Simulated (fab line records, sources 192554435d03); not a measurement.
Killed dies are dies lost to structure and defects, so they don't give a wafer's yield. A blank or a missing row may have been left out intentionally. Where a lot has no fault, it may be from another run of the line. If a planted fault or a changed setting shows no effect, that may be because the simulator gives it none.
Matching of chambers	flow n5-finfet	N5_BEOL_M4_DEP_57 on pecvd-02: 3 sister chambers
The step deposits SiCN from 3MS/NH3, target thk 8 nm, time 14 s. 3 wafers are shown with their chamber, then 10 later ones without.

WAFERS WITH THEIR CHAMBER
wafer	chamber	throttle-valve-pct (%)
L084.5	0	9.3
L090.2	1	9.4
L090.3	2	8.8

WAFERS WITHOUT THEIR CHAMBER
wafer	throttle-valve-pct (%)
L090.5	9.3
L093.3	9.0
L093.5	9.0
L093.6	9.2
L094.1	9.2
L094.4	9.0
L094.5	9.2
L096.1	9.2
L096.2	9.1
L096.4	9.3

WHICH CHAMBER EACH WENT THROUGH
wafer	from the rows above	in truth
L090.5	can't be placed: 0 or 1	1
L093.3	can't be placed: 2 or 0 or 1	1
L093.5	can't be placed: 2 or 0 or 1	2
L093.6	can't be placed: 0 or 1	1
L094.1	can't be placed: 0 or 1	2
L094.4	can't be placed: 2 or 0 or 1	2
L094.5	can't be placed: 0 or 1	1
L096.1	can't be placed: 0 or 1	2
L096.2	can't be placed: 0 or 2 or 1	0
L096.4	can't be placed: 0 or 1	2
Correct placement for 0 of the 10. These rows do not allow placing 10 (true chamber among the candidates in 7). 0 placed wrongly.
How it was worked out, from the rows above alone: a wafer's distance from a chamber is the root of the sum, over the readings, of the square of ((its reading less the chamber's mean) divided by the reading's scatter). The wafer belongs to the nearest chamber; if the next one is less than 2 further off, it can't be placed. For every chamber, the mean is computed from those of its wafers that are shown. The scatter: root of mean squared gap, hidden wafer to nearest shown wafer, with one shown wafer a chamber.
